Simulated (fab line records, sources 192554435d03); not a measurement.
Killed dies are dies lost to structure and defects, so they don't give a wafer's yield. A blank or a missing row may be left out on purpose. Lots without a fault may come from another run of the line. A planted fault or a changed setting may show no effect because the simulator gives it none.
Which tool did it? | flow n5_finfet | 7 lots, 19 wafers sampled, at 5 steps of a route of 1938

WHAT THE GAUGES READ, wafer by wafer
N5_BEOL_M5_CD_MEAS_18: pitch 56 nm, target cd 28 nm.
lot  | measured     | on        | cd_nm (nm)
L863 | day 8 19:21  | cd_sem-01 | 28.3 28.5 28.5
L866 | day 9 13:02  | cd_sem-01 | 28.1 28.7 28.5
L871 | day 10 18:19 | cd_sem-01 | 28.2 28.3
L874 | day 11 19:13 | cd_sem-02 | - - -
L880 | day 12 22:01 | cd_sem-02 | 28.2 28.1
L882 | day 13 03:59 | cd_sem-02 | 28.4 28.4 28.1
L884 | day 14 00:44 | cd_sem-03 | 28.2 27.6 28.6

WHICH TOOL RAN EACH LOT (tool, then ch and the chambers of the sampled wafers, then the start)
lot  | N5_BEOL_M4_PRE_CLEAN_60        | N5_BEOL_M4_DEP_57              | N5_BEOL_M5_ETCH_62                 | N5_BEOL_M5_HM_OPEN_17
L863 | cvd_co-01 ch 1,2, day 8 14:24  | pecvd-03 ch 0,1,2, day 8 14:33 | rie_diel-01 ch 0,1, day 8 18:59    | rie_metal-01 ch 0,1, day 8 19:11
L866 | cvd_co-02 ch 1,2, day 9 08:11  | pecvd-01 ch 1,2, day 9 08:20   | rie_diel-04 ch 1,2, day 9 12:42    | rie_metal-03 ch 0,1, day 9 12:52
L871 | cvd_co-01 ch 0,1, day 10 13:20 | pecvd-04 ch 0, day 10 13:30    | rie_diel-01 ch 2,3, day 10 17:57   | rie_metal-03 ch 0,1, day 10 18:09
L874 | cvd_co-01 ch 1,2, day 11 13:50 | pecvd-01 ch 0,1, day 11 14:01  | rie_diel-03 ch 0,3, day 11 18:52   | rie_metal-03 ch 0, day 11 19:02
L880 | cvd_co-02 ch 0, day 12 16:15   | pecvd-01 ch 1,2, day 12 16:26  | rie_diel-03 ch 0,1, day 12 21:32   | rie_metal-02 ch 1, day 12 21:43
L882 | cvd_co-01 ch 0,1, day 12 23:49 | pecvd-03 ch 0,2, day 12 23:58  | rie_diel-01 ch 0,1,2, day 13 03:38 | rie_metal-03 ch 0,1, day 13 03:48
L884 | cvd_co-02 ch 0,1, day 13 21:20 | pecvd-04 ch 0,2, day 13 21:30  | rie_diel-01 ch 1,3, day 14 00:13   | rie_metal-01 ch 0,1, day 14 00:23
- N5_BEOL_M4_PRE_CLEAN_60: time 15 s.
- N5_BEOL_M4_DEP_57: deposits SiCN from 3MS/NH3, target thk 8 nm, time 14 s.
- N5_BEOL_M5_ETCH_62: etches SOC in N2/H2, target depth 75 nm, overetch 15 nm, time 112.5 s.
- N5_BEOL_M5_HM_OPEN_17: chemistry Cl2/BCl3, target TiN, target depth 20 nm, overetch 6 nm.

THE ANSWER, worked out from the rows above alone
Rule: what is usual is taken from the lots themselves. Put in order of their means at a reading, lots are off if they are a third of the lots or fewer, leave a main group of 4 or more, and stand apart from it by a gap of 3 or more times the standard deviation of the main group's means; of several such gaps the widest counts. A main group whose means are all the same, to the digits that the tables above print for the reading, isn't used. A lot without any number at a reading at which 4 lots or more have one is off too. The other lots that the step has rows for count as sound.
Off: L874, at N5_BEOL_M5_CD_MEAS_18 (cd_nm). Without a number there: L874. The main group: mean 28.3 nm, standard deviation 0.12.
A tool fits if, at a process step before that reading, it ran every lot that is off, and no sound lot after the first of them. The gauges at N5_BEOL_M5_CD_MEAS_18 are tried like those tools. None of those tried fits.

WHAT THE SIMULATOR HAD PUT IN
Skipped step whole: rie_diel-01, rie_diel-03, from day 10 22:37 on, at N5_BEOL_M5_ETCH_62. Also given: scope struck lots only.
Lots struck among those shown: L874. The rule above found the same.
